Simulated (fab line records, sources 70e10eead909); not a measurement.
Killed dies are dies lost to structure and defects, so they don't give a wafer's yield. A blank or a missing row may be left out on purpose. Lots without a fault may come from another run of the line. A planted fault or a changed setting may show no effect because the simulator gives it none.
Chamber matching | flow nand_harc | NHARC_A_M0_STRIP_18 on rie_diel-07: 4 sister chambers
The step strips in N2/H2. 16 wafers are shown with their chamber, then 8 later ones without.

WAFERS WITH THEIR CHAMBER
wafer  | chamber | showerhead_plenum_p_Torr (Torr) | drypump_motor_current_A (A) | oes_product_au (a.u.)
L074.1 | 1       | 2.17                            | 5.6                         | 0.994
L074.3 | 3       | 2.16                            | 6.5                         | 0.958
L074.5 | 3       | 2.16                            | 6.5                         | 0.968
L082.2 | 1       | 2.17                            | 5.6                         | 0.998
L082.5 | 1       | 2.17                            | 5.6                         | 0.994
L082.6 | 2       | 2.18                            | 5.0                         | 1.012
L085.2 | 0       | 1.92                            | 5.2                         | 1.019
L085.3 | 3       | 2.16                            | 6.5                         | 0.994
L085.6 | 0       | 1.92                            | 5.2                         | 1.017
L086.2 | 1       | 2.17                            | 5.5                         | 0.988
L086.3 | 3       | 2.16                            | 6.5                         | 0.984
L086.5 | 1       | 2.17                            | 5.5                         | 0.998
L090.4 | 0       | 1.92                            | 5.2                         | 1.012
L090.5 | 2       | 2.18                            | 5.0                         | 1.004
L090.6 | 1       | 2.17                            | 5.5                         | 1.001
L092.4 | 0       | 1.91                            | 5.2                         | 1.011

SIGNATURES (means of the wafers above)
reading                  | chamber 0 | chamber 1 | chamber 2 | chamber 3 | scatter within a chamber
showerhead_plenum_p_Torr | 1.9175    | 2.1700    | 2.1800    | 2.1600    | 0.0025
drypump_motor_current_A  | 5.200     | 5.550     | 5.000     | 6.500     | 0.0354
oes_product_au           | 1.01475   | 0.99550   | 1.00800   | 0.97600   | 0.00893
Rule: a wafer's distance from a chamber is the root of the sum, over the readings, of the square of ((its reading less the chamber's mean) divided by the reading's scatter). The wafer belongs to the nearest chamber; if the next one is less than 2 further off, it can't be placed. The scatter: the root of (the sum of the squares of (reading less its chamber's mean) over the shown wafers, divided by (wafers less chambers)).

WAFERS WITHOUT THEIR CHAMBER
wafer  | showerhead_plenum_p_Torr (Torr) | drypump_motor_current_A (A) | oes_product_au (a.u.)
L092.5 | 2.16                            | 6.5                         | 0.992
L092.6 | 1.91                            | 5.2                         | 1.014
L093.1 | 2.17                            | 5.6                         | 0.985
L093.2 | 2.18                            | 5.0                         | 0.991
L093.3 | 1.91                            | 5.2                         | 1.005
L096.1 | 2.17                            | 5.5                         | 0.993
L096.4 | 2.16                            | 6.5                         | 0.983
L096.6 | 1.91                            | 5.2                         | 1.010

WHICH CHAMBER EACH WENT THROUGH
wafer  | from the rows above | in truth
L092.5 | 3                   | 3
L092.6 | 0                   | 0
L093.1 | 1                   | 1
L093.2 | 2                   | 2
L093.3 | 0                   | 0
L096.1 | 1                   | 1
L096.4 | 3                   | 3
L096.6 | 0                   | 0
Placed correctly: 8 of 8. Can't be placed from these rows: 0. Placed wrongly: 0.
